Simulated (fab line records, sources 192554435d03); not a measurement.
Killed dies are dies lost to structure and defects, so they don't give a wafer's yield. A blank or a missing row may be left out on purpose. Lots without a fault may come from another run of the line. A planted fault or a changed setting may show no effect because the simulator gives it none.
A struck lot beside a sound one | flow n5_finfet | 38 steps out of a route of 1938
Sound: wafers L986.2, L986.5, L986.6. Struck: wafer L975.4. (L975.6 of the same lot was not struck and is left out.) The cause comes at the end.
At each step with rows: each side's tool, then ch and its chambers, then its first start. Under that, the readings that differ: sound wafers | struck wafers | difference of the means | sigmas: that difference in standard deviations of wafers without a fault.
alike: readings whose means differ by less than 2 such deviations, and words and numbers that are the same on both sides. not compared: withheld readings, readings that some wafer has no value for, bounds like >300 that may hide the same value, and numbers for which the record gives no deviation and whose values overlap.
The two part at a step that has a row with sigmas, a row that says differs or no value, or rows on one side only. Numbers that don't overlap but have no deviation are shown without sigmas and don't part them. A reading that every wafer of one side lacks parts them only if that side has two wafers or more.

first, 8 steps without rows for these wafers: N5_BEOL_M1_ANNEAL_51 (time 90 s); N5_BEOL_M1_CMP_52 (polishes, stops on SiOC, t overpolish 6.8 s, target thk 40 nm); N5_BEOL_M1_PRE_CLEAN_60 (time 15 s); N5_BEOL_M1_CO_CAP_55 (material Co, precursor CCTBA/H2, target thk 2 nm, time 102.1 s); N5_BEOL_M1_PRE_CLEAN_56 (time 15 s); N5_BEOL_M1_DEP_57 (deposits SiCN from 3MS/NH3, target thk 8 nm, time 14 s); N5_BEOL_M2_ILD_DEP_00 (deposits SiOC from DEMS/O2, target thk 79 nm, time 15.3 s); N5_BEOL_M2_PECVD_72 (deposits SiO2 from TEOS/O2, target thk 16 nm, time 18 s).
N5_BEOL_M2_HM_DEP_02: deposits TiN, target thk 20 nm.
  sound on pvd_sputter-03, day 11 15:08; struck on pvd_sputter-02, day 8 18:19
  reading                                    | sound      | struck | difference | sigmas
  model.TiN_of_BEOL_M2_HM_DEP_02.thk_nm (nm) | 20 19.8 20 | 28     | +8         |
  alike: throttle_valve_pct
then, 16 steps without rows for these wafers: N5_BEOL_M2_COAT_61 (time 60 s, resist thk 60 nm); N5_BEOL_M2_COAT_62 (time 60 s, resist thk 12 nm); N5_BEOL_M2_COAT_73 (time 60 s, resist thk 5 nm); N5_BEOL_M2_COAT_05 (resist thk 30 nm); N5_BEOL_M2_EBR_07; N5_BEOL_M2_SOFTBAKE_06 (time 60 s); N5_BEOL_M2_EXPOSE_08 (exposes mask M2); N5_BEOL_M2_PEB_09 (peb time 60 s); N5_BEOL_M2_DEVELOP_10 (develop time 30 s); N5_BEOL_M2_DESCUM_16 (chemistry O2, time 7 s); N5_BEOL_M2_ETCH_74 (etches underlayer in N2/H2, target depth 6.5 nm, time 5.2 s); N5_BEOL_M2_ETCH_63 (etches SiARC in CF4, target depth 15.6 nm, time 26 s); N5_BEOL_M2_ETCH_64 (etches SOC in N2/H2, target depth 75 nm, overetch 22.5 nm, time 121.9 s); N5_BEOL_M2_STRIP_65 (strips in N2/H2); N5_BEOL_M2_STRIP_75 (strips in N2/H2); N5_BEOL_M2_STRIP_66 (strips in CF4).
N5_BEOL_M2_HM_OPEN_17: chemistry Cl2/BCl3, target TiN, target depth 20 nm, overetch 6 nm.
  sound on rie_metal-01 ch 0,1, day 11 16:12; struck on rie_metal-01 ch 0, day 8 19:07
  reading                  | sound             | struck | difference | sigmas
  bcl3_flow_sccm (sccm)    | 21.84 21.82 21.84 | 21.63  | -0.20      | -3
  model.etch.depth_nm (nm) | 19.91 19.9 20.08  | 26.65  | +6.69      |
  alike: chamber_pressure_mTorr, drypump_motor_current_A, oes_product_au, throttle_valve_pct
  not compared: rf_hours_counter_h
then, 8 steps without rows for these wafers: N5_BEOL_M2_STRIP_19 (strips in O2); N5_BEOL_M2_COAT_67 (time 60 s, resist thk 60 nm); N5_BEOL_M2_COAT_68 (time 60 s, resist thk 12 nm); N5_BEOL_M2_COAT_76 (time 60 s, resist thk 5 nm); N5_BEOL_M2_COAT_22 (resist thk 30 nm); N5_BEOL_M2_EBR_24; N5_BEOL_M2_SOFTBAKE_23 (time 60 s); N5_BEOL_M2_EXPOSE_25 (exposes mask V1, defocus 5 nm).
N5_BEOL_M2_TRENCH_ETCH_37: etches SiOC in C4F6/O2, target depth 55.555 nm, time 29.2 s.
  sound on rie_diel-05 ch 2,3; struck on rie_diel-05 ch 3
  reading                                    | sound             | struck | difference | sigmas
  oes_product_au (a.u.)                      | 0.94 0.94 0.85    | 0.65   | -0.26      | -3
  throttle_valve_pct (%)                     | 20.64 20.65 20.26 | 21.01  | +0.49      | +2
  model.TiN_of_BEOL_M2_HM_DEP_02.thk_nm (nm) | 17.6 17.6 17.8    | 25.8   | +8.1       |
  alike: chamber_pressure_mTorr, drypump_motor_current_A, rf_vpp_V, showerhead_plenum_p_Torr
  not compared: rf_hours_counter_h
N5_BEOL_M2_OCD_MEAS_38:
  sound on ocd-01, day 12 03:49; struck on ocd-01, day 8 21:41
  reading              | sound          | struck | difference | sigmas
  trench_depth_nm (nm) | 56.0 55.9 56.0 | 47.3   | -8.7       | -10
N5_BEOL_M4_RC_MEAS_101:
  sound on prober-02 ch 0, day 13 09:04; struck on prober-02 ch 0, day 10 06:58
  alike: DIBL_N, DIBL_P, IOFF_N, IOFF_P, ION_N, ION_P, SS_N, SS_P, VT_N, VT_P
  not compared: CHAIN_V1_max_site, CHAIN_V2_max_site, SERP_M2_max_site
-- the record jumps here: 4 days lie between the struck wafers' starts before and after (it left off in module BEOL_M4 and takes up again in module PASSIVATION, whose first step shown is number 1936 of the route) --
N5_PASSIVATION_PROBE_49:
  the record has rows for the struck wafers here (prober-01, day 14 11:35) and none for the sound ones

WHERE THEY PART
First at N5_BEOL_M2_HM_OPEN_17; last, within this record, at N5_PASSIVATION_PROBE_49.

WHY: what the simulator had put in
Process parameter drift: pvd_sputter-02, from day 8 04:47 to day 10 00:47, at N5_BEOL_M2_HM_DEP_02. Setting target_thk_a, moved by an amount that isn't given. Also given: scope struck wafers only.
